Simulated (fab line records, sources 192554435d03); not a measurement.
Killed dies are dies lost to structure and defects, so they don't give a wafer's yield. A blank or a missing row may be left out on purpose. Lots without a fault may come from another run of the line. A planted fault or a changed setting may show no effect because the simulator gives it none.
fab line records | flow n5_finfet
record lots=7 wafers=39
route steps=1938 shown PASSIVATION@1916
start_h: hours from the record's first day to the start of the lot's first wafer shown | wait_h: hours since the lot's step before | " the same as in the row above | L1.1+2: a row that stands for several wafers | - no value, or no start given | * or withheld: withheld | < > ~ a bound
route shown NAME@n: a module of which the file shows steps, and the number in the route of the first | usual: mean/standard deviation of fault-free wafers | same: alike in all rows | chamber/n: place in a boat | sites: the reading at each site | _std_site: their standard deviation | _edge_site: outer sites' mean less inner sites' | radius_mm: how far each site lies from the wafer's centre | mask NAME#n: copy n | behind: the tool/chamber that last shaped the wafer | hold: why the lot was held/for how many hours/how that ended | device: the transistor (n, p or np) that didn't switch | end of line: the same wafers' tests at the end of the route | a step without rows: its recipe alone | killed: dies lost to structure and defects at the first sort, not the wafer's yield | map: a wafer's dies, x killed, . not, _ none there
set.NAME: the setting as run; set.NAME@STEP: as run at that earlier step | model.NAME: the simulator's own value behind a step, which no gauge read
lots whose settings were changed on purpose; a table a step, a row a wafer
## steps
# step N5_PASSIVATION_PECVD_35
# recipe material=SiNx target_thk_a=7000 temp_c=400 precursor=SiH4/NH3/N2 pressure_torr=4.9 rf_w=1406 time_s=151.3
# columns lot.wafer tool chamber start_h wait_h set.time_s model.SiNx_of_PASSIVATION_PECVD_35.thk_nm
L080.1 pecvd-04 0 279.76 0.1 151.3 700.6
L080.3 " 1 " " 151.3 706.8
L080.4 " 0 " " 151.3 718.4
L087.1 pecvd-02 2 405.90 0.1 151.3 705.4
L087.2 " 1 " " 212.8 994.2
L087.3 " 0 " " 212.8 971.6
L087.4 " 0 " " 151.3 699
L087.5 " 1 " " 212.8 1002
L087.6 " 2 " " 151.3 713.8
L086.1 pecvd-02 0 406.65 0.1 151.3 686.2
L086.2 " 2 " " 220 996.8
L086.3 " 1 " " 151.3 705.2
L086.4 " 0 " " 220 1018
L086.5 " 1 " " 220 1028
L086.6 " 2 " " 151.3 698.8
L088.1 pecvd-04 2 418.32 0.1 151.3 688
L088.2 " 1 " " 151.3 694.4
L088.3 " 0 " " 151.3 699.2
L088.4 " 1 " " 151.3 702.2
L088.5 " 0 " " 151.3 706.6
L088.6 " 2 " " 151.3 700
L093.1 pecvd-02 2 431.43 0.1 98.85 452.4
L093.2 " 1 " " 98.85 452.6
L093.3 " 0 " " 98.85 452.2
L093.4 " 2 " " 151.3 703.4
L093.5 " 1 " " 151.3 713.6
L093.6 " 0 " " 151.3 700.4
L094.1 pecvd-04 1 435.07 0.1 125.3 578.6
L094.2 " 2 " " 151.3 685.8
L094.3 " 0 " " 125.3 568.8
L094.4 " 1 " " 151.3 701.2
L094.5 " 0 " " 125.3 575.2
L094.6 " 2 " " 151.3 699
L095.1 pecvd-04 1 447.20 0.1 151.3 687.4
L095.2 " 0 " " 151.3 677
L095.3 " 2 " " 175.3 790.6
L095.4 " 0 " " 151.3 689
L095.5 " 1 " " 175.3 805.2
L095.6 " 2 " " 175.3 801.8
## key
split step=N5_PASSIVATION_PECVD_35 setting=time_s stated=151.3 by=wafer
response step=N5_PASSIVATION_PECVD_35 reading=model.SiNx_of_PASSIVATION_PECVD_35.thk_nm change=+7.07 per=1% r=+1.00
